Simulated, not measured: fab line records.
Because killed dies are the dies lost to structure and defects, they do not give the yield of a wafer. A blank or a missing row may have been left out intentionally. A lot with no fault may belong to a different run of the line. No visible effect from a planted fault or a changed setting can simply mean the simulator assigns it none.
A lot that was struck, set against a sound lot + flow n5Finfet + 37 out of 1938 route steps
Sound: wafers L379.1, L379.4, L379.6. Struck: wafer L387.6 (left out: L387.1, a lot-mate that was not struck); the cause follows at the end.
At each step with rows: each side's tool, then ch and its chambers, then its first start. Under that, the readings that differ: sound wafers + struck wafers + difference of the means + sigmas: that difference in standard deviations of wafers without a fault.
alike: words and numbers the same on both sides, and readings whose means are apart by under 2 such deviations; not compared: readings that were withheld, readings missing a value for some wafer, numbers with overlapping values and no deviation given by the record, and bounds like >300 which may hide the same value.
Wherever a step has rows on one side only, a row that says differs or no value, or a row with sigmas, the two part there. Numbers that don't overlap but have no deviation are shown without sigmas and don't part them. A reading missing from all wafers of one side parts the sides only when that side holds two or more wafers.

first, 8 steps without rows for these wafers: N5_MOL_CONTACT_COAG_PRECLEAN_138 (cleans in alkaline clean, time 60 s); N5_MOL_CONTACT_COAG_SRD_139 (time 30 s); N5_MOL_CONTACT_COAG_PRE_CLEAN_121; N5_MOL_CONTACT_COAG_CVD_140 (deposits W, target thk 66.5 nm, time 215 s); N5_MOL_CONTACT_COAG_PRECLEAN_127 (cleans in DIW, time 57.5 s); N5_MOL_CONTACT_COAG_SRD_128 (dry time 32 s); N5_MOL_CONTACT_COAG_CMP_52 (polishes, stops on SiO2, t overpolish 1.5 s, target thk 66.5 nm); N5_MOL_CONTACT_COAG_ANNEAL_112 (time 1800 s).
N5_BEOL_M0_SAQP_PECVD_00: deposits SiCN from 3MS/NH3, target thk 8 nm, time 14 s.
  sound on pecvd-02 ch 1,2, day 5 11:02; struck on pecvd-02 ch 0, day 7 09:20
| reading                                        | sound | struck | difference | sigmas |
|------------------------------------------------|-------|--------|------------|--------|
| model.SiCN_of_BEOL_M0_SAQP_PECVD_00.thkNm (nm) | 8 8 8 | 4.2    | -3.8       |        |
  alike: showerheadPlenumPTorr, showerheadVppV, throttleValvePct
then, 25 steps without rows for these wafers: N5_BEOL_M0_SAQP_ILD_DEP_01 (deposits SiOC from DEMS/O2, target thk 45.419 nm, time 8.7 s); N5_BEOL_M0_SAQP_HM_DEP_02 (deposits TiN, target thk 12 nm); N5_BEOL_M0_SAQP_PECVD_03 (deposits SiCN from 3MS/NH3, target thk 12 nm, time 21.1 s); N5_BEOL_M0_SAQP_PECVD_96 (deposits a-Si from SiH4/He, target thk 45 nm, time 45.2 s); N5_BEOL_M0_SAQP_PECVD_97 (deposits SiNx from SiH4/NH3/N2, target thk 23 nm, time 19.9 s); N5_BEOL_M0_SAQP_PECVD_04 (deposits a-Si from SiH4/He, target thk 60 nm, time 60.2 s); N5_BEOL_M0_SAQP_HM_DEP_111 (deposits SiO2 from SiH4/N2O, target thk 12 nm, time 7.2 s); N5_BEOL_M0_SAQP_COAT_81 (time 60 s, resist thk 100 nm); N5_BEOL_M0_SAQP_COAT_82 (time 60 s, resist thk 30 nm); N5_BEOL_M0_SAQP_COAT_08 (resist thk 90 nm); N5_BEOL_M0_SAQP_EBR_10; N5_BEOL_M0_SAQP_SOFTBAKE_09 (time 60 s); N5_BEOL_M0_SAQP_EXPOSE_11 (exposes mask M0 CORE, target cd 42 nm); N5_BEOL_M0_SAQP_PEB_12 (peb time 60 s); N5_BEOL_M0_SAQP_DEVELOP_13 (develop time 30 s); N5_BEOL_M0_SAQP_DESCUM_19 (chemistry O2, time 7.9 s); N5_BEOL_M0_SAQP_ETCH_83 (etches SiARC in CF4, target depth 39 nm, time 65 s); N5_BEOL_M0_SAQP_ETCH_84 (etches SOC in N2/H2, target depth 100 nm, overetch 20 nm, time 150 s); N5_BEOL_M0_SAQP_STRIP_80 (strips in N2/H2); N5_BEOL_M0_SAQP_HM_OPEN_112 (chemistry CHF3/O2, target SiO2, stops on a-Si, target depth 12 nm, time 13.5 s); N5_BEOL_M0_SAQP_STRIP_113 (strips in CHF3/O2); N5_BEOL_M0_SAQP_MANDREL_ETCH_20 (etches a-Si in HBr/Cl2, stops on SiNx, target depth 60 nm, bt time 10 s, time 30 s); N5_BEOL_M0_SAQP_STRIP_86 (strips in N2/H2); N5_BEOL_M0_SAQP_STRIP_115 (strips in post etch residue remover, time 60 s); N5_BEOL_M0_SAQP_SRD_93 (time 30 s).
N5_BEOL_M0_ETCH_109: etches SiCN in CH3F/O2, target depth 8 nm, overetch 2.4 nm, time 27.4 s.
  sound on rieDiel-03 ch 0,1,3, day 5 20:01; struck on rieDiel-05 ch 0, day 7 20:16
| reading                 | sound             | struck | difference | sigmas |
|-------------------------|-------------------|--------|------------|--------|
| oesProductAu (a.u.)     | 0.64 0.80 0.76    | 0.47   | -0.26      | -4     |
| model.etch.depthNm (nm) | 7.999 8.045 8.041 | 4.123  | -3.905     |        |
  alike: drypumpMotorCurrentA, rfVppV, showerheadPlenumPTorr, throttleValvePct
  not compared: rfHoursCounterH
N5_BEOL_M0_RS_MEAS_126: a four-point-probe measurement.
  struck on filmMetro-02, day 7 23:43; sound on filmMetro-01, day 5 23:32
| reading        | sound             | struck | difference | sigmas |
|----------------|-------------------|--------|------------|--------|
| M0_RS (ohm/sq) | 0.549 0.543 0.544 | 0.583  | +0.038     | +3     |
-- here the record skips 2 days between the struck wafers' starts before and after, leaving off in module BEOL_M0 and picking up in module BEOL_M4 (first step shown: number 1111 of the route) --
N5_BEOL_M4_RC_MEAS_101:
  sound on prober-01 ch 0, day 9 03:23; struck on prober-02 ch 0, day 10 08:05
  alike: DIBL_N, DIBL_P, IOFF_N, IOFF_P, ION_N, ION_P, SS_N, SS_P, VT_N, VT_P

WHERE THEY PART
Earliest at N5_BEOL_M0_ETCH_109; latest, in this record, at N5_BEOL_M0_RS_MEAS_126. Later steps at which nothing parts them and some readings are alike: N5_BEOL_M4_RC_MEAS_101.

WHY: the cause the simulator had injected
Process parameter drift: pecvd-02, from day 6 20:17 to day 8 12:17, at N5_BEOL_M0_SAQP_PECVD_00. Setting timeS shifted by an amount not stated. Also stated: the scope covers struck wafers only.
